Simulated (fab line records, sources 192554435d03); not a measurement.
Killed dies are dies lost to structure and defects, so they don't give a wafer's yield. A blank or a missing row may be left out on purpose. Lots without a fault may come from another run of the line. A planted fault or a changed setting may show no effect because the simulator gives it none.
Which tool did it? | flow n5_finfet | 23 lots, 69 wafers sampled, at 2 steps of a route of 1938

WHAT THE GAUGES READ, wafer by wafer
N5_BEOL_M4_CD_MEAS_18: pitch 36 nm, target cd 18 nm.
lot  | measured     | on        | cd_nm (nm)
L074 | day 7 14:59  | cd_sem-02 | 17.97 18.12 18.07
L075 | day 7 16:46  | cd_sem-03 | 17.41 17.87 17.87
L076 | day 8 07:10  | cd_sem-03 | 18.22 17.93 18.15
L079 | day 8 15:35  | cd_sem-02 | 17.80 18.50 18.26
L077 | day 8 15:49  | cd_sem-02 | 17.92 17.86 17.93
L078 | day 8 22:05  | cd_sem-01 | 18.03 18.26 18.44
L080 | day 9 03:19  | cd_sem-03 | 18.45 18.06 18.14
L081 | day 9 10:33  | cd_sem-01 | 17.63 18.18 18.52
L082 | day 9 20:55  | cd_sem-01 | 17.73 17.77 17.77
L083 | day 10 11:10 | cd_sem-03 | 18.30 17.84 18.28
L084 | day 10 16:01 | cd_sem-01 | 17.93 17.62 17.83
L085 | day 10 21:08 | cd_sem-03 | 18.35 18.42 18.15
L086 | day 10 21:11 | cd_sem-02 | 18.18 17.42 17.78
L088 | day 11 05:05 | cd_sem-02 | 17.59 17.67 17.63
L090 | day 11 15:55 | cd_sem-02 | 17.96 18.05 17.76
L089 | day 11 16:28 | cd_sem-03 | 18.01 18.41 17.73
L091 | day 12 05:59 | cd_sem-01 | 18.05 18.38 17.41
L092 | day 12 06:57 | cd_sem-02 | 17.71 18.10 17.86
L094 | day 12 15:32 | cd_sem-01 | 18.02 18.02 18.17
L093 | day 12 16:11 | cd_sem-03 | 18.48 18.30 18.40
L095 | day 13 06:43 | cd_sem-02 | 18.00 17.81 17.88
L096 | day 13 09:05 | cd_sem-02 | 18.33 17.63 17.16
L097 | day 13 17:35 | cd_sem-02 | 17.96 17.89 17.91

WHICH TOOL RAN EACH LOT (tool, then ch and the chambers of the sampled wafers, then the start)
lot  | N5_BEOL_M4_DESCUM_16
L074 | rie_diel-06 ch 0,1,3, day 7 14:22
L075 | rie_diel-06 ch 0,3, day 7 16:07
L076 | rie_diel-05 ch 0,1,2, day 8 06:43
L079 | rie_diel-06 ch 0,2, day 8 15:06
L077 | rie_diel-05 ch 0,2,3, day 8 15:23
L078 | rie_diel-02 ch 0,2,3, day 8 21:39
L080 | rie_diel-05 ch 1,3, day 9 02:51
L081 | rie_diel-02 ch 0,1, day 9 10:07
L082 | rie_diel-06 ch 2,3, day 9 20:26
L083 | rie_diel-06 ch 0,1, day 10 10:44
L084 | rie_diel-05 ch 0,1,3, day 10 15:31
L085 | rie_diel-05 ch 1,2, day 10 20:35
L086 | rie_diel-06 ch 1,2,3, day 10 20:39
L088 | rie_diel-02 ch 0,1,2, day 11 04:20
L090 | rie_diel-06 ch 1,2,3, day 11 15:26
L089 | rie_diel-02 ch 1,2,3, day 11 15:38
L091 | rie_diel-02 ch 2,3, day 12 05:27
L092 | rie_diel-05 ch 0,2, day 12 06:30
L094 | rie_diel-02 ch 0,1,2, day 12 15:05
L093 | rie_diel-02 ch 0,2,3, day 12 15:34
L095 | rie_diel-05 ch 0,1,2, day 13 06:17
L096 | rie_diel-02 ch 0,1,3, day 13 08:38
L097 | rie_diel-02 ch 1,2,3, day 13 17:04
- N5_BEOL_M4_DESCUM_16: chemistry O2, time 7 s.

WHAT THE TOOLS THEMSELVES READ (means of the sampled wafers that have a number; where no wafer has one, the mark that the record gives instead)
N5_BEOL_M4_DESCUM_16.
lot  | tool        | drypump_motor_current_A (A) | oes_product_au (a.u.) | rf_vpp_V (V) | showerhead_plenum_p_Torr (Torr) | temp_c (C) | throttle_valve_pct (%)
L074 | rie_diel-06 | 5.8                         | 0.76                  | 243.5        | 2.08                            | 39.96      | 20.67
L075 | rie_diel-06 | 5.8                         | 0.76                  | 243.4        | 2.12                            | 39.94      | 20.64
L076 | rie_diel-05 | 5.5                         | 0.89                  | 243.3        | 2.13                            | 39.88      | 20.31
L079 | rie_diel-06 | 5.3                         | 0.70                  | 242.5        | 2.03                            | 40.05      | 20.85
L077 | rie_diel-05 | 5.4                         | 0.84                  | 245.2        | 2.14                            | 40.00      | 20.21
L078 | rie_diel-02 | 6.0                         | 0.71                  | 243.8        | 2.11                            | 40.04      | 20.37
L080 | rie_diel-05 | 5.1                         | 0.77                  | 244.8        | 2.13                            | 40.08      | 20.60
L081 | rie_diel-02 | 6.5                         | 0.79                  | 243.4        | 2.17                            | 40.02      | 20.21
L082 | rie_diel-06 | 5.5                         | 0.82                  | 244.7        | 2.14                            | 39.99      | 20.44
L083 | rie_diel-06 | 5.8                         | 0.77                  | 243.6        | 2.12                            | 40.01      | 20.78
L084 | rie_diel-05 | 5.3                         | 0.79                  | 242.9        | 2.10                            | 39.95      | 20.39
L085 | rie_diel-05 | 5.4                         | 0.85                  | 245.0        | 2.19                            | 39.93      | 20.43
L086 | rie_diel-06 | 5.6                         | 0.83                  | 242.9        | 2.14                            | 39.93      | 20.57
L088 | rie_diel-02 | 6.3                         | 0.74                  | 244.8        | 2.15                            | 40.02      | 20.31
L090 | rie_diel-06 | 5.6                         | 0.82                  | 243.4        | 2.14                            | 40.10      | 20.58
L089 | rie_diel-02 | 6.1                         | 0.81                  | 244.1        | 2.14                            | 39.89      | 20.26
L091 | rie_diel-02 | 5.8                         | 0.78                  | 243.7        | 2.12                            | 40.02      | 20.34
L092 | rie_diel-05 | 5.6                         | 0.85                  | 244.1        | 2.16                            | 40.10      | 20.22
L094 | rie_diel-02 | 6.3                         | 0.72                  | 243.3        | 2.14                            | 40.00      | 20.33
L093 | rie_diel-02 | 6.0                         | 0.78                  | 243.7        | 2.09                            | 40.08      | 20.30
L095 | rie_diel-05 | 5.5                         | 0.83                  | 242.8        | 2.12                            | 40.06      | 20.38
L096 | rie_diel-02 | 6.2                         | 0.79                  | 243.3        | 2.11                            | 39.95      | 20.23
L097 | rie_diel-02 | 6.1                         | 0.79                  | 243.8        | 2.14                            | 39.95      | 20.29

THE ANSWER, worked out from the rows above alone
Rule: what is usual is taken from the lots themselves. Put in order of their means at a reading, lots are off if they are a third of the lots or fewer, leave a main group of 4 or more, and stand apart from it by a gap of 3 or more times the standard deviation of the main group's means; of several such gaps the widest counts. A main group whose means are all the same, to the digits that the tables above print for the reading, isn't used. A lot without any number at a reading at which 4 lots or more have one is off too. The other lots that the step has rows for count as sound. The gauges are gone through in route order, then the tools' own readings, and for those a lot's mean is taken as printed above. The first step at which some lot is off is used, and at that step the reading that is off furthest; a lot without a number counts as furthest.
No lot is off at any reading shown: from this, nothing can be told.

WHAT THE SIMULATOR HAD PUT IN
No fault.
